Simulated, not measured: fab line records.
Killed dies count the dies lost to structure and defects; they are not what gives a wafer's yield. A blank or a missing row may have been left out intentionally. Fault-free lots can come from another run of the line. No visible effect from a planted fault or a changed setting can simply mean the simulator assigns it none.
Comparing a struck lot with a sound one :: flow nand_harc :: 17 steps out of a route of 1159
Sound: these wafers, L933.2, L933.3, L933.4. The struck wafers were L941.1, L941.2, L941.4. At the end, the cause is stated.
For every step that has rows: the tool of each side, followed by ch and its chambers, followed by its first start. Under that, the readings that differ: sound wafers :: struck wafers :: difference of the means :: sigmas: that difference in standard deviations of wafers without a fault.
alike: a reading whose means differ by less than 2 such deviations, as well as words and numbers matching on both sides. not compared: withheld readings; readings where some wafer has no value; bounds like >300 that might hide an equal value; numbers whose values overlap and for which the record gives no deviation.
A row with sigmas, a row that says differs or no value, or rows on one side alone: a step with any of these is where the two part. Numbers that don't overlap but have no deviation are shown without sigmas and don't part them. A reading that every wafer of one side lacks parts them only if that side has two wafers or more.

NHARC_A_SLIT_DESCUM_14: chemistry O2, time 3 s.
  sound on rie_diel-11 ch 0,2,3, day 14 20:38; struck on rie_diel-11 ch 0,1,3, day 17 11:04
reading: rf_hours_counter_h (h)
sound: 11 10 10
struck: 1 1 2
difference: -9
sigmas: 
  alike: drypump_motor_current_A, oes_product_au, rf_vpp_V, showerhead_plenum_p_Torr, throttle_valve_pct
then, 1 step without rows for these wafers: NHARC_A_SLIT_ETCH_24 (etches the open film in CF4/CHF3, target depth 121 nm, time 60.5 s).
NHARC_A_SLIT_ETCH_15: etches the open film in O2/COS, target depth 3200 nm, time 832 s.
  sound: rie_diel-11 ch 0,1,2; struck: rie_diel-11 ch 0,2,3
reading: rf_hours_counter_h (h)
sound: 10 11 10
struck: 1 2 2
difference: -9
sigmas: 
  alike: drypump_motor_current_A, oes_product_au, rf_fwd_power_W, rf_vpp_V, showerhead_plenum_p_Torr, throttle_valve_pct
NHARC_A_SLIT_ETCH_17: etches the open film in C4F8/O2/Ar, time 1687.5 s, target depth 10100 nm.
  sound on har_etch-02 ch 0,1, day 14 22:49; struck on har_etch-02 ch 0,1, day 17 11:50
  alike: drypump_motor_current_A, showerhead_plenum_p_Torr, throttle_valve_pct
  not compared: rf_hours_counter_h
then, 3 steps without rows for these wafers: NHARC_A_SLIT_ETCH_26 (etches the open film in C4F8/O2/Ar, time 90 s, target depth 400 nm); NHARC_A_SLIT_STRIP_28 (strips in O2/COS); NHARC_A_SLIT_ETCH_29 (etches the open film in CF4/O2, target depth 100 nm, overetch 10 nm, time 55 s).
NHARC_A_SLIT_STRIP_18: strips in O2.
  sound: rie_diel-05 ch 0,1,3; struck: rie_diel-11 ch 1,2,3
reading: rf_hours_counter_h (h)
sound: 13 13 13
struck: 2 2 2
difference: -11
sigmas: 
  alike: drypump_motor_current_A, oes_product_au, rf_vpp_V, showerhead_plenum_p_Torr, throttle_valve_pct
then, 2 steps without rows for these wafers: NHARC_A_SLIT_PRECLEAN_19 (cleans in SC1); NHARC_A_SLIT_SRD_20.
NHARC_A_SLIT_CD_MEAS_21:
  sound on cd_sem-02 at day 15 01:14; struck on cd_sem-01 at day 17 14:29
  alike: cd_nm
then, 1 step without rows for these wafers: NHARC_A_SIN_REMOVE_WET_00 (chemistry H3PO4, time 15300 s).
NHARC_A_SIN_REMOVE_PRECLEAN_01: cleans in SC1.
  sound on wet_bench-02 ch 1,3,5, day 15 08:42; struck on wet_bench-02 ch 1,4,7, day 17 22:19
  alike: temp_c
next, for these wafers, 1 step has no rows: NHARC_A_SIN_REMOVE_SRD_02.
NHARC_A_SIN_REMOVE_INSPECT_04:
  sound on defect_inspect-01 at day 15 08:53; struck on defect_inspect-02 at day 17 22:30
reading: raw_defect_count
sound: 213 243 196
struck: 673 567 584
difference: +391
sigmas: +6
NHARC_A_WL_FILL_ALD_00: deposits Al2O3, target thk 3 nm, pulse time 3 s, ald cycles 30.
  sound on ald_hk-02 ch 0,1,3, day 15 10:07; struck on ald_hk-03 ch 0,1,3, day 17 22:34
  alike: heater_power_w, precursor_pulse_height_rel
-- the record jumps here: 4 days lie between the struck wafers' starts before and after (it left off in module A_WL_FILL and takes up again in module END, whose first step shown is number 1159 of the route) --
NHARC_END_SORT_01:
  only the struck wafers appear in the record here, on prober-02 ch 0 at day 22 06:04; the sound ones have no rows

== WHERE THEY PART ==
At NHARC_A_SIN_REMOVE_INSPECT_04 first; at NHARC_END_SORT_01 last (within this record only).

WHY: the cause the simulator had injected
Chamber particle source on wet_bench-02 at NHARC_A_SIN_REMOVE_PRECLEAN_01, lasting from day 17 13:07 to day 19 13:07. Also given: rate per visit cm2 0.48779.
